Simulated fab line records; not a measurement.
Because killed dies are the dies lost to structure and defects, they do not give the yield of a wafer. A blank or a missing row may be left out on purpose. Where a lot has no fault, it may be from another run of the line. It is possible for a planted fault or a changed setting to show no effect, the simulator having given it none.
Lot-split experiment | flow n5Finfet | 7 lots, 21 wafers read, on a route of 1938 steps

== THE SPLIT ==
At N5_BEOL_M12_ETCH_59 (etches BARC in N2/H2, target depth 89 nm, overetch 26.7 nm, time 67.9 s), the setting biasW was moved away from the recipe's 150 W on 4 of the 21 wafers read, by -13.3% to +15.2%. All remaining wafers had this setting at the recipe value.

The reading is taken at the split's own step.

== THE READING ==
rfVppV, in V, at N5_BEOL_M12_ETCH_59 (etches BARC in N2/H2, target depth 89 nm, overetch 26.7 nm, time 67.9 s). On this fab line, fault-free wafers typically give 523.5 V with a standard deviation of 2.8 V.

wafer  | tool, chamber at the split | biasW as run, W | against the recipe | rfVppV, V | against lot-mates on the recipe
L077.1 | rieDiel-06, 3              | 172.8           | +15.2%             | 569.8     | +47.3
L077.4 | rieDiel-06, 1              | 150             | recipe             | 523.2     | -
L077.5 | rieDiel-06, 3              | 150             | recipe             | 521.8     | -
L081.2 | rieDiel-05, 0              | 150             | recipe             | 528.0     | -
L081.4 | rieDiel-05, 2              | 150             | recipe             | 526.1     | -
L081.6 | rieDiel-05, 3              | 150             | recipe             | 522.3     | -
L083.2 | rieDiel-04, 3              | 150             | recipe             | 522.8     | -
L083.5 | rieDiel-04, 1              | 150             | recipe             | 520.4     | -
L083.6 | rieDiel-04, 2              | 150             | recipe             | 526.7     | -
L084.2 | rieDiel-06, 2              | 150             | recipe             | 520.1     | -
L084.3 | rieDiel-06, 1              | 150             | recipe             | 523.3     | -
L084.4 | rieDiel-06, 0              | 150             | recipe             | 522.9     | -
L086.3 | rieDiel-06, 1              | 150             | recipe             | 522.2     | -
L086.4 | rieDiel-06, 0              | 158.7           | +5.8%              | 541.1     | +18.9
L086.5 | rieDiel-06, 3              | 158.7           | +5.8%              | 539.6     | +17.4
L089.1 | rieDiel-06, 1              | 150             | recipe             | 521.3     | -
L089.5 | rieDiel-06, 0              | 150             | recipe             | 523.4     | -
L089.6 | rieDiel-06, 3              | 150             | recipe             | 520.4     | -
L097.1 | rieDiel-05, 2              | 150             | recipe             | 525.5     | -
L097.3 | rieDiel-05, 1              | 130             | -13.3%             | 475.7     | -51.0
L097.6 | rieDiel-05, 0              | 150             | recipe             | 527.9     | -

FIT RESULTS
A straight line over all 21 wafers: rfVppV changes by +3.24 V for each +1% of biasW; r = +0.99; the points scatter about the line by 2.7 V.
The same after taking each lot's own level away (the mean of its wafers on the recipe; 21 wafers): +3.4 V for each +1%; r = +0.99; scatter 2.3 V.
Per that fit: largest biasW move, reading shift of 52 V.
Across the lots, their own levels run from 521.70 to 526.70 V, a range of 1.8 times the standard deviation given above.
The two slopes agree, so the slope changes little with the lot-to-lot level.
Check: +54.8 V against its lot-mates is what the line predicts for one of the wafers moved furthest among these (+15.2%) when that wafer is left out of the fit. Against them it came out at +47.3 V.
Tool readings at the split's step, against how far the setting was moved: rfVppV r = +0.99.

== THE OTHER SPLITS THESE WAFERS WENT THROUGH ==
Before the reading, these wafers also passed through other splits. Each is held against what the fit with the lots' levels taken away leaves over:
other split on the same wafers   | wafers away from the commonest value | r with rfVppV (lot level and that fit taken away)
N5_BEOL_M9_DESCUM_16 timeS       | 6                                    | +0.29
N5_BEOL_M10_PEB_26 pebTimeS      | 5                                    | +0.41
N5_BEOL_M11_HM_DEP_02 targetThkA | 8                                    | -0.14
N5_BEOL_M11_COAT_05 spinRpm      | 9                                    | -0.13
N5_BEOL_M12_COAT_58 spinRpm      | 6                                    | +0.30

== THE FILE'S OWN FIT ==
rfVppV changes by +3.4 V for each +1% of biasW, r = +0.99.
